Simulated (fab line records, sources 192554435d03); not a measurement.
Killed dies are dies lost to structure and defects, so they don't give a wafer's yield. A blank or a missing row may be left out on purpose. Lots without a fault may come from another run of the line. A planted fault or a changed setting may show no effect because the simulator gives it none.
Chamber matching | flow n5_finfet | N5_DUMMY_GATE_ETCH_42 on rie_diel-03: 4 sister chambers
The step etches SiO2 in CHF3/O2, target depth 3.5 nm, time 31 s. 14 wafers are shown with their chamber, then 7 later ones without.

WAFERS WITH THEIR CHAMBER
wafer  | chamber | showerhead_plenum_p_Torr (Torr) | throttle_valve_pct (%) | oes_product_au (a.u.)
L080.2 | 3       | 2.43                            | 18.87                  | 0.81
L080.5 | 3       | 2.43                            | 18.88                  | 0.80
L080.6 | 2       | 2.47                            | 18.62                  | 0.88
L084.1 | 1       | 2.38                            | 19.17                  | 0.69
L084.4 | 1       | 2.38                            | 19.17                  | 0.68
L084.5 | 3       | 2.43                            | 18.88                  | 0.80
L085.2 | 3       | 2.43                            | 18.88                  | 0.80
L085.4 | 0       | 2.37                            | 18.85                  | 0.65
L085.5 | 1       | 2.38                            | 19.16                  | 0.68
L087.2 | 0       | 2.37                            | 18.85                  | 0.66
L087.4 | 2       | 2.46                            | 18.64                  | 0.87
L087.5 | 1       | 2.38                            | 19.17                  | 0.67
L089.4 | 3       | 2.42                            | 18.88                  | 0.79
L089.5 | 1       | 2.37                            | 18.82                  | 1.01

SIGNATURES (means of the wafers above)
reading                  | chamber 0 | chamber 1 | chamber 2 | chamber 3 | scatter within a chamber
showerhead_plenum_p_Torr | 2.3700    | 2.3780    | 2.4650    | 2.4280    | 0.00458
throttle_valve_pct       | 18.8500   | 19.0980   | 18.6300   | 18.8780   | 0.0985
oes_product_au           | 0.6550    | 0.7460    | 0.8750    | 0.8000    | 0.0936
Rule: a wafer's distance from a chamber is the root of the sum, over the readings, of the square of ((its reading less the chamber's mean) divided by the reading's scatter). The wafer belongs to the nearest chamber; if the next one is less than 2 further off, it can't be placed. The scatter: the root of (the sum of the squares of (reading less its chamber's mean) over the shown wafers, divided by (wafers less chambers)).

WAFERS WITHOUT THEIR CHAMBER
wafer  | showerhead_plenum_p_Torr (Torr) | throttle_valve_pct (%) | oes_product_au (a.u.)
L089.6 | 2.46                            | 18.65                  | 0.86
L094.1 | 2.37                            | 18.83                  | 0.95
L094.4 | 2.42                            | 18.92                  | 0.78
L094.5 | 2.42                            | 18.92                  | 0.78
L095.1 | 2.46                            | 18.69                  | 0.84
L095.3 | 2.37                            | 18.40                  | 0.97
L095.5 | 2.37                            | 18.85                  | 0.93

WHICH CHAMBER EACH WENT THROUGH
wafer  | from the rows above     | in truth
L089.6 | 2                       | 2
L094.1 | can't be placed: 0 or 1 | 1
L094.4 | 3                       | 3
L094.5 | 3                       | 3
L095.1 | 2                       | 2
L095.3 | 0                       | 0
L095.5 | can't be placed: 0 or 1 | 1
Placed correctly: 5 of 7. Can't be placed from these rows: 2 (the true chamber is among the candidates in 2). Placed wrongly: 0.
